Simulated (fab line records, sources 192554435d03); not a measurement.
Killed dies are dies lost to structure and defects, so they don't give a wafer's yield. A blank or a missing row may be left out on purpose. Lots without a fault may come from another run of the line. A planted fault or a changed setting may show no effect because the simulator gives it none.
Split-lot experiment | flow n5_finfet | 7 lots, 21 wafers read, on a route of 1938 steps

THE SPLIT
At N5_BEOL_M5_COAT_22 (resist thk 30 nm), the setting spin_rpm was moved away from the recipe's 1500 rpm on 3 of the 21 wafers read, by -8.1% to +10.7%. The other wafers ran this setting at the recipe's value.

FROM THE SPLIT TO THE READING: what the file shows between them, 7 steps
- N5_BEOL_M5_EBR_24
- N5_BEOL_M5_SOFTBAKE_23: time 60 s
- N5_BEOL_M5_EXPOSE_25: exposes mask V4, defocus 10 nm
- N5_BEOL_M5_PEB_26: peb time 60 s
- N5_BEOL_M5_DEVELOP_27: develop time 30 s
- N5_BEOL_M5_DESCUM_33: chemistry O2, time 7 s
- N5_BEOL_M5_ETCH_75: etches underlayer in N2/H2, target depth 6.5 nm, time 5.2 s

THE READING
CAR-EUV_of_BEOL_M5_COAT_22.thk_nm (the simulator's own value, which no gauge read), in nm, at N5_BEOL_M5_ETCH_67 (etches SiARC in CF4, target depth 15.6 nm, time 26 s). The file gives no usual value for it. The 18 wafers here that ran the recipe average 11.1 nm, standard deviation 0.15 nm.

wafer  | tool, chamber at the split | spin_rpm as run, rpm | against the recipe | CAR-EUV_of_BEOL_M5_COAT_22.thk_nm, nm | against lot-mates on the recipe
L076.2 | litho_track-05, 0          | 1500                 | recipe             | 11.2                                  | -
L076.5 | litho_track-05, 0          | 1500                 | recipe             | 11.2                                  | -
L076.3 | litho_track-05, 0          | 1500                 | recipe             | 11                                    | -
L078.1 | litho_track-01, 0          | 1500                 | recipe             | 11.4                                  | -
L078.2 | litho_track-01, 0          | 1500                 | recipe             | 11                                    | -
L078.6 | litho_track-01, 0          | 1545                 | +3.0%              | 10.8                                  | -0.4
L082.2 | litho_track-01, 0          | 1500                 | recipe             | 11                                    | -
L082.3 | litho_track-01, 0          | 1500                 | recipe             | 11                                    | -
L082.4 | litho_track-01, 0          | 1500                 | recipe             | 11                                    | -
L083.1 | litho_track-05, 0          | 1500                 | recipe             | 11.2                                  | -
L083.5 | litho_track-05, 0          | 1500                 | recipe             | 11.2                                  | -
L083.2 | litho_track-05, 0          | 1500                 | recipe             | 11                                    | -
L085.1 | litho_track-01, 0          | 1500                 | recipe             | 11.2                                  | -
L085.2 | litho_track-01, 0          | 1500                 | recipe             | 10.8                                  | -
L085.5 | litho_track-01, 0          | 1379                 | -8.1%              | 12                                    | +1.0
L090.1 | litho_track-05, 0          | 1500                 | recipe             | 11                                    | -
L090.6 | litho_track-05, 0          | 1500                 | recipe             | 11                                    | -
L090.5 | litho_track-05, 0          | 1500                 | recipe             | 11.2                                  | -
L093.1 | litho_track-01, 0          | 1500                 | recipe             | 11.4                                  | -
L093.3 | litho_track-01, 0          | 1500                 | recipe             | 11.2                                  | -
L093.5 | litho_track-01, 0          | 1661                 | +10.7%             | 9.4                                   | -1.9

THE FIT
A straight line over all 21 wafers: CAR-EUV_of_BEOL_M5_COAT_22.thk_nm changes by -0.139 nm for each +1% of spin_rpm; r = -0.93; the points scatter about the line by 0.17 nm.
The same after taking each lot's own level away (the mean of its wafers on the recipe; 21 wafers): -0.156 nm for each +1%; r = -0.96; scatter 0.14 nm.
On that fit, the largest move of spin_rpm shifts the reading by 1.7 nm.
The lots' own levels span 11.00 to 11.30 nm, that is 2.0 times the standard deviation above.
So the lot-to-lot level changes the slope: the two fits differ.
Check: with one of the wafers moved furthest among these (+10.7%) left out of the fit, the line predicts -1.35 nm for it against its lot-mates. It came out at -1.9 nm against them.

OTHER SPLITS ON THESE WAFERS
These wafers also went through other splits before the reading. Each is held against what the fit with the lots' levels taken away leaves over:
other split on the same wafers | wafers away from the commonest value | r with CAR-EUV_of_BEOL_M5_COAT_22.thk_nm (lot level and that fit taken away)
N5_BEOL_M5_COAT_74 spin_rpm    | 5                                    | +0.70

THE WHOLE CHAIN: every reading that the file lists as answering this split, in the file's order
step                  | what it does                                                | reading                                                                            | change (the file's fit)               | r (the file's)
N5_BEOL_M5_COAT_22    | resist thk 30 nm                                            | CAR-EUV_of_BEOL_M5_COAT_22.thk_nm (the simulator's own value, which no gauge read) | -0.131 nm for each +1% of the setting | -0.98
N5_BEOL_M5_DEVELOP_27 | develop time 30 s                                           | CAR-EUV_of_BEOL_M5_COAT_22.thk_nm (the simulator's own value, which no gauge read) | -0.15 nm for each +1% of the setting  | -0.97
N5_BEOL_M5_ETCH_75    | etches underlayer in N2/H2, target depth 6.5 nm, time 5.2 s | CAR-EUV_of_BEOL_M5_COAT_22.thk_nm (the simulator's own value, which no gauge read) | -0.145 nm for each +1% of the setting | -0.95
N5_BEOL_M5_ETCH_67    | etches SiARC in CF4, target depth 15.6 nm, time 26 s        | CAR-EUV_of_BEOL_M5_COAT_22.thk_nm (the simulator's own value, which no gauge read) | -0.157 nm for each +1% of the setting | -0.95

THE FILE'S OWN FIT
CAR-EUV_of_BEOL_M5_COAT_22.thk_nm changes by -0.157 nm for each +1% of spin_rpm, r = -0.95.
